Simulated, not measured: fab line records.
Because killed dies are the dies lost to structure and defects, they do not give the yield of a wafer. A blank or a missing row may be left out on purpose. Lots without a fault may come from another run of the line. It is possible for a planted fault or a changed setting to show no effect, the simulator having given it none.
fab line records ; flow nand-harc
record lots=6; wafers=18; last-day=33
route steps=1302 shown A_CONTACT@1074
lots that met no fault: from a run of the same line without faults
start-h: hours from the record's opening day to when the first of the lot's shown wafers began ; wait-h: how many hours have passed since the lot's step before this one ; " the same as in the row above ; L1.1+2: one row covering several wafers at once ; - no value, or no start was given ; * or withheld: withheld ; < > ~ a bound
route shown NAME@n: NAME is a module with steps in the file, n the number in the route of the first one ; usual: the fault-free wafers' mean and standard deviation ; same: alike in all rows ; chamber/n: place in a boat ; sites: the reading at each site ; _std_site: standard deviation of those values ; _edge_site: inner sites' mean taken away from outer sites' mean ; radius-mm: how far each site lies from the wafer's centre ; mask NAME#n: copy n ; behind: the most recent tool/chamber to have shaped the wafer ; hold: reason for holding the lot/hours on hold/outcome of the hold ; device: transistor that didn't switch, given as n, p or np ; end of line: the same wafers' tests at the end of the route ; where a step has no rows: the recipe by itself ; killed: dies lost to structure and defects at the first sort, not the wafer's yield ; map: shows each die of a wafer: x if killed, . if not, _ if none is there
set.NAME: the setting as run; set.NAME@STEP: as run at that earlier step ; model.NAME: the simulator's own value behind a step, which no gauge read
certain route steps with their lots: each step a table, each wafer a row
services: when a tool's chamber went out of use (start-h, in hours from the record's first day, below 0 if earlier), for how many hours, and the reason
## steps
# step NHARC_A_CONTACT_EBR_04
# step NHARC_A_CONTACT_EXPOSE_05
# recipe na=1.35; sigma-outer=0.8; dose-mj=84.24; mask-id=A_CC
# step NHARC_A_CONTACT_PEB_06
# recipe peb-temp-c=100; peb-time-s=65
# step NHARC_A_CONTACT_DEVELOP_07
# recipe develop-time-s=35; dev-temp-c=23
# step NHARC_A_CONTACT_CD_MEAS_08
# recipe target-cd-nm=200; landing-energy-ev=500
# usual cd-nm=200.2/0.43
lot.wafer;tool;chamber;start-h;wait-h;cd-nm
L421.2;cd-sem-01;0;595.76;-;200.2
L421.3;cd-sem-01;0;595.76;-;200.0
L421.6;cd-sem-01;0;595.76;-;200.3
L423.2;cd-sem-03;0;611.76;-;200.5
L423.5;cd-sem-03;0;611.76;-;200.5
L423.6;cd-sem-03;0;611.76;-;200.6
L422.1;cd-sem-03;0;617.36;-;200.2
L422.4;cd-sem-03;0;617.36;-;200.0
L422.6;cd-sem-03;0;617.36;-;200.1
L427.1;cd-sem-02;0;655.06;-;200.4
L427.4;cd-sem-02;0;655.06;-;200.7
L427.5;cd-sem-02;0;655.06;-;200.9
L432.2;cd-sem-03;0;724.56;-;199.6
L432.3;cd-sem-03;0;724.56;-;200.1
L432.5;cd-sem-03;0;724.56;-;199.6
L434.1;cd-sem-02;0;725.19;-;200.0
L434.2;cd-sem-02;0;725.19;-;199.8
L434.6;cd-sem-02;0;725.19;-;199.8
# step NHARC_A_CONTACT_OVL_MEAS_09
# usual overlay-x-nm=0.1/0.81; overlay-y-nm=-0.1/0.67
lot.wafer;tool;chamber;start-h;wait-h;overlay-x-nm;overlay-y-nm
L421.2;overlay-01;-;595.85;-;-0.6;0.3
L421.3;overlay-01;-;595.85;-;-0.8;0.4
L421.6;overlay-01;-;595.85;-;-1.2;0.2
L423.2;overlay-01;-;611.84;-;0.7;-0.8
L423.5;overlay-01;-;611.84;-;0.1;-0.5
L423.6;overlay-01;-;611.84;-;0.8;-0.5
L422.1;overlay-02;-;617.45;-;-0.1;1.2
L422.4;overlay-02;-;617.45;-;0.5;0.9
L422.6;overlay-02;-;617.45;-;0.1;1.2
L427.1;overlay-02;-;655.15;-;-0.3;0.4
L427.4;overlay-02;-;655.15;-;0.0;0.6
L427.5;overlay-02;-;655.15;-;0.3;0.1
L432.2;overlay-02;-;724.65;-;-0.8;-0.2
L432.3;overlay-02;-;724.65;-;-0.8;-0.1
L432.5;overlay-02;-;724.65;-;-0.4;0.1
L434.1;overlay-02;-;725.28;-;-0.6;-1.1
L434.2;overlay-02;-;725.28;-;0.0;-0.3
L434.6;overlay-02;-;725.28;-;-0.3;-0.4
# step NHARC_A_CONTACT_INSPECT_10
# usual raw-defect-count=88/33
lot.wafer;tool;chamber;start-h;wait-h;raw-defect-count
L421.2;defect-inspect-02;-;595.89;0.0;77
L421.3;defect-inspect-02;-;595.89;0.0;90
L421.6;defect-inspect-02;-;595.89;0.0;83
L423.2;defect-inspect-02;-;611.88;0.0;85
L423.5;defect-inspect-02;-;611.88;0.0;70
L423.6;defect-inspect-02;-;611.88;0.0;82
L422.1;defect-inspect-02;-;617.49;0.0;86
L422.4;defect-inspect-02;-;617.49;0.0;93
L422.6;defect-inspect-02;-;617.49;0.0;94
L427.1;defect-inspect-02;-;655.18;0.0;25
L427.4;defect-inspect-02;-;655.18;0.0;19
L427.5;defect-inspect-02;-;655.18;0.0;19
L432.2;defect-inspect-02;-;724.69;0.0;74
L432.3;defect-inspect-02;-;724.69;0.0;81
L432.5;defect-inspect-02;-;724.69;0.0;78
L434.1;defect-inspect-02;-;725.31;0.0;83
L434.2;defect-inspect-02;-;725.31;0.0;84
L434.6;defect-inspect-02;-;725.31;0.0;92
# step NHARC_A_CONTACT_DESCUM_13
# recipe time-s=3; o2-flow-sccm=200; ar-flow-sccm=0; bias-power-w=0; chemistry=O2
# step NHARC_A_CONTACT_ETCH_88
# recipe target-depth-a=390; over-etch-frac=0.3; time-s=65; ion-energy-ev=80; cf4-flow-sccm=150; ar-flow-sccm=0; rf-w=300; bias-w=100; chemistry=CF4
# usual bias-w=100.0/0.3; cf4-flow-sccm=150.0/0.5; drypump-motor-current-A=5.7/0.36; mfc-ar-sccm=0.015/0.014; oes-product-au=0.997/0.0078; rf-vpp-V=151.0/1.2; showerhead-plenum-p-Torr=1.75/0.053; throttle-valve-pct=13.283/0.0088
lot.wafer;tool;chamber;start-h;wait-h;bias-w;cf4-flow-sccm;drypump-motor-current-A;mfc-ar-sccm;oes-product-au;rf-hours-counter-h;rf-vpp-V;showerhead-plenum-p-Torr;throttle-valve-pct
L421.3;rie-diel-13;2;596.21;0.2;100.3;149.1;6.0;0.040;0.996;12;151.7;1.82;13.274
L421.2;rie-diel-13;0;596.21;0.2;99.6;150.4;5.7;0.006;0.995;13;150.9;1.74;13.265
L421.6;rie-diel-13;1;596.21;0.2;99.8;148.9;5.4;0.021;1.007;-;151.2;1.72;13.289
L423.2;rie-diel-13;3;612.04;0.1;99.4;150.0;5.3;0.010;0.998;15;150.5;1.77;13.291
L423.6;rie-diel-13;1;612.04;0.1;100.1;149.9;5.4;0.021;0.994;-;149.7;1.72;13.287
L423.5;rie-diel-13;2;612.04;0.1;100.4;149.8;6.0;0.040;0.986;-;151.7;1.82;13.277
L422.1;rie-diel-13;0;617.63;0.1;99.7;150.3;5.7;0.006;1.000;17;151.0;1.74;13.293
L422.4;rie-diel-13;1;617.63;0.1;100.3;150.4;5.4;0.021;0.996;18;151.0;1.72;13.284
L422.6;rie-diel-13;0;617.63;0.1;99.8;149.8;5.7;0.006;0.985;-;150.4;1.74;13.291
L427.4;rie-diel-13;3;655.33;0.1;100.2;149.7;5.3;0.010;1.002;23;151.0;1.76;13.285
L427.1;rie-diel-13;1;655.33;0.1;99.6;150.9;5.4;0.021;1.001;25;151.5;1.72;13.290
L427.5;rie-diel-13;0;655.33;0.1;99.8;149.9;5.7;0.006;1.002;-;150.1;1.74;13.280
L432.2;rie-diel-09;2;724.83;0.1;100.3;150.2;5.8;0;1.004;12;151.4;1.65;13.280
L432.3;rie-diel-09;3;724.83;0.1;99.7;150.2;5.5;0.010;0.996;11;148.6;1.74;13.280
L432.5;rie-diel-09;3;724.83;0.1;99.7;150.8;5.5;0.010;0.995;-;149.9;1.74;13.291
L434.1;rie-diel-05;3;725.48;0.1;100.5;149.4;6.3;0.036;0.997;42;152.7;1.83;13.295
L434.2;rie-diel-05;0;725.48;0.1;100.1;149.7;5.9;0.031;1.006;47;150.2;1.64;13.296
L434.6;rie-diel-05;3;725.48;0.1;100.4;149.3;6.3;0.036;0.993;-;151.9;1.83;13.303
# step NHARC_A_CONTACT_ETCH_89
# recipe target-depth-a=2600; over-etch-frac=0.3; time-s=475.3; ion-energy-ev=200; n2-flow-sccm=150; h2-flow-sccm=150; ar-flow-sccm=0; rf-w=400; bias-w=150; chemistry=N2/H2
# usual bias-w=150.0/0.41; chamber-pressure-mTorr=30.003/0.027; drypump-motor-current-A=5.6/0.39; mfc-ar-sccm=0.017/0.014; oes-product-au=0.999/0.0071; rf-vpp-V=430.0/2.3; showerhead-plenum-p-Torr=2.02/0.07; throttle-valve-pct=14.171/0.0092
lot.wafer;tool;chamber;start-h;wait-h;bias-w;chamber-pressure-mTorr;drypump-motor-current-A;mfc-ar-sccm;oes-product-au;rf-hours-counter-h;rf-vpp-V;showerhead-plenum-p-Torr;throttle-valve-pct
L421.3;rie-diel-13;3;-;-;149.3;30.024;5.4;0.010;1.007;12;430.8;2.04;14.172
L421.2;rie-diel-13;0;-;-;150.0;29.993;5.7;0.006;1.006;13;429.9;2.01;14.183
L421.6;rie-diel-13;1;-;-;149.6;29.981;5.4;0.021;1.000;-;428.8;1.98;14.161
L423.2;rie-diel-13;3;-;-;148.8;29.969;5.4;0.010;1.006;15;430.1;2.04;14.193
L423.5;rie-diel-13;3;-;-;149.1;30.018;5.4;0.010;1.009;-;430.5;2.04;14.172
L423.6;rie-diel-13;0;-;-;150.1;29.954;5.7;0.006;1.012;-;429.5;2.00;14.160
L422.4;rie-diel-13;2;-;-;150.3;29.966;6.0;0.040;0.993;15;432.7;2.10;14.175
L422.1;rie-diel-13;3;-;-;150.3;29.974;5.4;0.010;1.002;16;431.1;2.04;14.171
L422.6;rie-diel-13;2;-;-;150.2;30.043;6.0;0.040;0.996;-;433.7;2.10;14.163
L427.1;rie-diel-13;2;-;-;150.0;30.021;6.0;0.040;0.989;22;432.3;2.10;14.165
L427.4;rie-diel-13;3;-;-;150.4;29.942;5.4;0.010;0.990;23;431.6;2.03;14.168
L427.5;rie-diel-13;1;-;-;150.3;30.009;5.4;0.021;1.002;-;429.4;1.97;14.177
L432.3;rie-diel-09;0;-;-;149.6;29.989;6.1;0;0.989;12;431.0;2.03;14.183
L432.2;rie-diel-09;1;-;-;150.5;29.979;5.5;0;1.012;13;430.3;2.02;14.174
L432.5;rie-diel-09;2;-;-;150.3;29.978;5.8;0;0.996;-;427.0;1.89;14.167
L434.2;rie-diel-05;2;-;-;149.7;30.033;4.7;0.025;1.001;41;429.1;1.99;14.165
L434.1;rie-diel-05;3;-;-;149.9;29.961;6.3;0.036;0.997;46;434.9;2.12;14.173
L434.6;rie-diel-05;0;-;-;150.3;30.005;5.8;0.031;1.003;-;425.0;1.87;14.173
# step NHARC_A_CONTACT_ETCH_30
# recipe target-depth-a=726; time-s=36.3; cf4-flow-sccm=100; chf3-flow-sccm=30; ar-flow-sccm=0; rf-w=500; bias-w=200; chemistry=CF4/CHF3
# usual bias-w=200.0/0.6; cf4-flow-sccm=100.02/0.29; chf3-flow-sccm=29.99/0.085; drypump-motor-current-A=5.6/0.4; mfc-ar-sccm=0.016/0.014; oes-product-au=0.927/0.016; rf-vpp-V=370.0/2; showerhead-plenum-p-Torr=1.56/0.05; throttle-valve-pct=16.803/0.0099
lot.wafer;tool;chamber;start-h;wait-h;bias-w;cf4-flow-sccm;chf3-flow-sccm;drypump-motor-current-A;mfc-ar-sccm;oes-product-au;rf-hours-counter-h;rf-vpp-V;showerhead-plenum-p-Torr;throttle-valve-pct
L421.3;rie-diel-13;2;-;-;199.9;100.60;30.13;6.0;0.040;0.916;13;372.2;1.62;16.793
L421.2;rie-diel-13;3;-;-;199.9;99.76;29.94;5.4;0.010;0.929;12;370.3;1.57;16.810
L421.6;rie-diel-13;3;-;-;200.0;100.15;30.15;5.3;0.010;0.927;-;370.1;1.57;16.823
L423.2;rie-diel-13;3;-;-;199.4;100.32;30.21;5.4;0.010;0.931;15;370.7;1.57;16.811
L423.6;rie-diel-13;1;-;-;201.7;99.85;29.88;5.4;0.021;0.916;-;368.3;1.53;16.792
L423.5;rie-diel-13;2;-;-;199.8;99.81;30.03;6.0;0.040;0.916;-;371.7;1.62;16.786
L422.4;rie-diel-13;3;-;-;200.0;100.21;29.90;5.4;0.010;0.963;16;369.5;1.57;16.791
L422.1;rie-diel-13;1;-;-;200.4;100.29;30.07;5.4;0.021;0.971;18;367.8;1.53;16.806
L422.6;rie-diel-13;3;-;-;199.8;99.86;30.04;5.4;0.010;0.964;-;371.2;1.57;16.795
L427.4;rie-diel-13;3;-;-;200.0;99.89;29.88;5.4;0.010;0.929;23;369.6;1.57;16.790
L427.1;rie-diel-13;0;-;-;199.2;100.17;29.94;5.7;0.006;0.915;25;369.9;1.55;16.791
L427.5;rie-diel-13;3;-;-;199.9;99.86;29.92;5.3;0.010;0.916;-;371.1;1.57;16.798
L432.2;rie-diel-09;2;-;-;200.2;100.03;29.95;5.8;0;0.926;12;367.6;1.47;16.811
L432.3;rie-diel-09;0;-;-;199.2;99.90;30.19;6.1;0;0.926;12;369.5;1.57;16.804
L432.5;rie-diel-09;2;-;-;199.2;99.81;29.89;5.8;0;0.936;-;367.9;1.47;16.811
L434.1;rie-diel-05;0;-;-;200.3;99.80;29.95;5.9;0.031;0.922;49;364.8;1.46;16.817
L434.2;rie-diel-05;1;-;-;201.0;99.80;30.11;5.3;0.010;0.927;48;371.4;1.60;16.799
L434.6;rie-diel-05;2;-;-;200.8;99.75;29.78;4.6;0.025;0.925;-;369.2;1.54;16.789
# step NHARC_A_CONTACT_ETCH_31
# recipe target-depth-a=28000; over-etch-frac=0.3; time-s=728; ion-energy-ev=150; o2-flow-sccm=400; cos-flow-sccm=20; ar-flow-sccm=0; rf-w=500; bias-w=300; chemistry=O2/COS
# usual bias-w=299.9/0.83; chamber-pressure-mTorr=20.001/0.017; drypump-motor-current-A=5.6/0.38; mfc-ar-sccm=0.014/0.014; oes-product-au=0.998/0.0078; rf-vpp-V=313.7/1.6; showerhead-plenum-p-Torr=3.09/0.09; throttle-valve-pct=28.330/0.009
lot.wafer;tool;chamber;start-h;wait-h;bias-w;chamber-pressure-mTorr;drypump-motor-current-A;mfc-ar-sccm;oes-product-au;rf-hours-counter-h;rf-vpp-V;showerhead-plenum-p-Torr;throttle-valve-pct
L421.2;rie-diel-13;2;-;-;299.5;20.007;6.0;0.040;0.992;13;314.6;3.21;28.334
L421.3;rie-diel-13;3;-;-;299.1;19.991;5.3;0.010;0.992;12;314.0;3.12;28.333
L421.6;rie-diel-13;1;-;-;300.4;20.003;5.4;0.021;1.005;-;313.4;3.03;28.329
L423.2;rie-diel-13;0;-;-;300.9;19.997;5.7;0.006;0.996;17;314.3;3.07;28.342
L423.6;rie-diel-13;3;-;-;300.1;19.994;5.4;0.010;0.996;-;315.4;3.12;28.337
L423.5;rie-diel-13;0;-;-;300.3;20.044;5.7;0.006;0.997;-;313.2;3.07;28.320
L422.1;rie-diel-13;0;-;-;298.1;19.989;5.7;0.006;1.015;18;314.1;3.07;28.325
L422.4;rie-diel-13;1;-;-;300.4;20.011;5.4;0.021;1.006;18;312.6;3.03;28.328
L422.6;rie-diel-13;2;-;-;299.7;20.031;6.0;0.040;0.996;-;316.1;3.21;28.321
L427.4;rie-diel-13;1;-;-;300.6;19.989;5.4;0.021;1.003;26;312.7;3.03;28.333
L427.1;rie-diel-13;2;-;-;299.2;20.009;6.0;0.040;0.995;22;314.8;3.20;28.342
L427.5;rie-diel-13;2;-;-;299.0;20.005;6.1;0.040;0.997;-;315.1;3.20;28.332
L432.3;rie-diel-09;0;-;-;300.5;19.990;6.1;0;0.989;12;313.7;3.11;28.314
L432.2;rie-diel-09;1;-;-;299.2;19.989;5.5;0;1.003;13;313.6;3.09;28.332
L432.5;rie-diel-09;0;-;-;298.9;20.012;6.1;0;0.993;-;314.2;3.11;28.321
L434.2;rie-diel-05;1;-;-;300.8;20.003;5.3;0.010;1.004;48;314.3;3.17;28.315
L434.1;rie-diel-05;0;-;-;300.9;20.021;5.8;0.031;0.995;49;311.0;2.89;28.335
L434.6;rie-diel-05;2;-;-;298.8;20.001;4.7;0.025;0.992;-;314.1;3.06;28.341
# step NHARC_A_CONTACT_ETCH_134
# recipe source-w=withheld; pressure-mtorr=20; bias-v=withheld; time-s=140; target-depth-a=7000; ar-flow-sccm=withheld; c4f8-flow-sccm=withheld; o2-flow-sccm=withheld; chemistry=C4F8/O2/Ar
# usual chamber-pressure-mTorr=20.000/0.018; oes-air-line-au=0.997/0.022
lot.wafer;tool;chamber;start-h;wait-h;chamber-pressure-mTorr;oes-air-line-au;rf-hours-counter-h
L421.2;har-cap-etch-01;1;597.54;-;20.008;1.006;16
L421.3;har-cap-etch-01;0;597.54;-;19.986;1.036;-
L421.6;har-cap-etch-01;1;597.54;-;20.033;0.987;-
L423.2;har-cap-etch-03;1;613.17;-;-;-;-
L423.5;har-cap-etch-03;0;613.17;-;-;-;-
L423.6;har-cap-etch-03;1;613.17;-;-;-;-
L422.1;har-cap-etch-01;0;618.67;-;-;-;-
L422.4;har-cap-etch-01;1;618.67;-;-;-;-
L422.6;har-cap-etch-01;0;618.67;-;-;-;-
L427.1;har-cap-etch-03;0;656.40;-;19.983;1.007;74
L427.4;har-cap-etch-03;1;656.40;-;19.981;1.006;-
L427.5;har-cap-etch-03;1;656.40;-;19.998;0.985;-
L432.2;har-cap-etch-01;0;725.87;-;20.007;1.004;39
L432.3;har-cap-etch-01;0;725.87;-;19.980;0.975;-
L432.5;har-cap-etch-01;0;725.87;-;19.988;0.982;-
L434.1;har-cap-etch-03;0;729.33;-;20.014;0.989;87
L434.2;har-cap-etch-03;1;729.33;-;20.003;0.978;87
L434.6;har-cap-etch-03;0;729.33;-;20.015;0.979;-
# step NHARC_A_CONTACT_ETCH_135
# recipe source-w=withheld; pressure-mtorr=20; bias-v=1200; time-s=311; target-depth-a=19120; ar-flow-sccm=withheld; c4f8-flow-sccm=withheld; o2-flow-sccm=withheld; chemistry=C4F8/O2/Ar
# usual chamber-pressure-mTorr=20.001/0.019; oes-air-line-au=0.999/0.02
lot.wafer;tool;chamber;start-h;wait-h;chamber-pressure-mTorr;oes-air-line-au;rf-hours-counter-h
L421.2;har-cap-etch-01;1;597.82;0.2;19.965;0.997;16
L421.3;har-cap-etch-01;0;597.82;0.2;20.013;1.005;-
L421.6;har-cap-etch-01;1;597.82;0.2;19.984;0.990;-
L423.2;har-cap-etch-03;1;613.39;0.2;20.039;1.010;66
L423.5;har-cap-etch-03;0;613.39;0.2;19.952;0.955;-
L423.6;har-cap-etch-03;1;613.39;0.2;20.046;0.976;-
L422.1;har-cap-etch-01;0;618.87;0.2;19.999;1.010;19
L422.4;har-cap-etch-01;1;618.87;0.2;19.992;1.004;-
L422.6;har-cap-etch-01;0;618.87;0.2;20.019;0.975;-
L427.1;har-cap-etch-03;0;656.62;0.2;20.019;1.008;74
L427.4;har-cap-etch-03;1;656.62;0.2;20.010;1.004;-
L427.5;har-cap-etch-03;1;656.62;0.2;19.997;0.998;-
L432.2;har-cap-etch-01;0;726.14;0.2;20.009;1.000;39
L432.3;har-cap-etch-01;0;726.14;0.2;20.000;1.010;-
L432.5;har-cap-etch-01;0;726.14;0.2;19.982;1.035;-
L434.1;har-cap-etch-03;0;729.53;0.2;19.989;0.994;87
L434.2;har-cap-etch-03;1;729.53;0.2;20.025;1.007;87
L434.6;har-cap-etch-03;0;729.53;0.2;19.976;1.003;-
## services
tool;chamber;start-h;hours;kind
rie-diel-13;0;584.38;-;clean
rie-diel-13;1;584.38;-;clean
rie-diel-13;2;584.38;-;clean
rie-diel-13;3;584.38;-;clean
rie-diel-05;-;587.88;9.0;pm
rie-diel-13;0;609.04;-;clean
rie-diel-13;1;609.04;-;clean
rie-diel-13;2;609.04;-;clean
rie-diel-13;3;609.04;-;clean
rie-diel-09;2;618.17;2.1;repair
rie-diel-09;2;631.50;4.8;repair
rie-diel-13;0;633.54;-;clean
rie-diel-13;1;633.54;-;clean
rie-diel-13;2;633.54;-;clean
rie-diel-13;3;633.54;-;clean
rie-diel-13;0;658.04;-;clean
rie-diel-13;1;658.04;-;clean
rie-diel-13;2;658.04;-;clean
rie-diel-13;3;658.04;-;clean
rie-diel-09;-;674.19;9.0;pm
rie-diel-13;0;682.54;-;clean
rie-diel-05;2;693.72;16.0;repair
rie-diel-13;-;703.35;9.0;pm
har-cap-etch-03;-;725.51;1.7;repair
## key
first-sign step=NHARC_A_CONTACT_ETCH_134; reading=tool-record; direction=missing
effect none on later readings
met-at NHARC_A_CONTACT_ETCH_134
struck-wafers L422.1,L422.4,L422.6,L423.2,L423.5,L423.6
later-rows-left-out L422.1,L422.4,L422.6,L423.2,L423.5,L423.6
sort-left-out L422.1,L422.4,L422.6,L423.2,L423.5,L423.6
tester-left-out L422,L423
onset-between 597.54 613.17
fault kind=skipped-step-whole; tool=har-cap-etch-01,har-cap-etch-03; chamber=-; onset-h=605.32; steps=NHARC_A_CONTACT_ETCH_134; scope=struck-lots-only
# tester-left-out: of these lots the tester's yield and bins aren't shown, on N5 and GAA mostly nor the transistor test; their killed dies are dies lost to structure and defects alone, not to doping, threshold or leakage, so they don't give the yield
# sort-left-out: the simulated sort isn't trusted on such a fault, so these wafers' sort isn't shown, and their yield isn't known
# later-rows-left-out: the simulator's readings of these wafers behind a module that went badly wrong aren't trusted and aren't shown, but for the sort
